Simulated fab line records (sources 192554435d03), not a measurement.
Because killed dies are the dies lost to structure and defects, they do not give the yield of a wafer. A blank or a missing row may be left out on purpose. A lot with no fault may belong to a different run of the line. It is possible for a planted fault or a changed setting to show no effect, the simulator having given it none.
Matching of chambers    flow n5-finfet    N5_HKMG_FIN_ETCH_31 on rie-diel-06 has 4 sister chambers
The step etches SiARC in CF4, target depth 45.5 nm, time 75.8 s. 4 wafers are shown with their chamber, then 9 later ones without.

== WAFERS WITH THEIR CHAMBER ==
wafer   chamber  showerhead-plenum-p-Torr (Torr)
L080.2  1        2.14
L082.1  3        2.03
L082.4  0        2.07
L082.5  2        2.13

== WAFERS MISSING THEIR CHAMBER ==
wafer   showerhead-plenum-p-Torr (Torr)
L084.1  2.02
L084.2  2.13
L084.4  2.12
L090.1  2.06
L090.4  2.28
L090.5  2.14
L091.3  2.28
L091.4  2.14
L091.5  2.06

== CHAMBER TAKEN BY EACH ==
wafer   from the rows above                in truth
L084.1  can't be placed: 3 or 0 or 2 or 1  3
L084.2  can't be placed: 2 or 1 or 0 or 3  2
L084.4  can't be placed: 2 or 1 or 0 or 3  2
L090.1  can't be placed: 0 or 3 or 2 or 1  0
L090.4  can't be placed: 1 or 2 or 0 or 3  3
L090.5  can't be placed: 1 or 2 or 0 or 3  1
L091.3  can't be placed: 1 or 2 or 0 or 3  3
L091.4  can't be placed: 1 or 2 or 0 or 3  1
L091.5  can't be placed: 0 or 3 or 2 or 1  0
0 of 9 placed correctly. Cannot be placed on the basis of these rows: 9; the candidates contain the true chamber in 9. Number placed wrongly: 0.
How it was worked out, from the rows above alone: a wafer's distance from a chamber is the root of the sum, over the readings, of the square of ((its reading less the chamber's mean) divided by the reading's scatter). The wafer belongs to the nearest chamber; if the next one is less than 2 further off, it can't be placed. For every chamber, the mean is computed from those of its wafers that are shown. The scatter (one wafer shown for each chamber): square how far every hidden wafer sits from the nearest shown wafer, average those squares and take the square root.
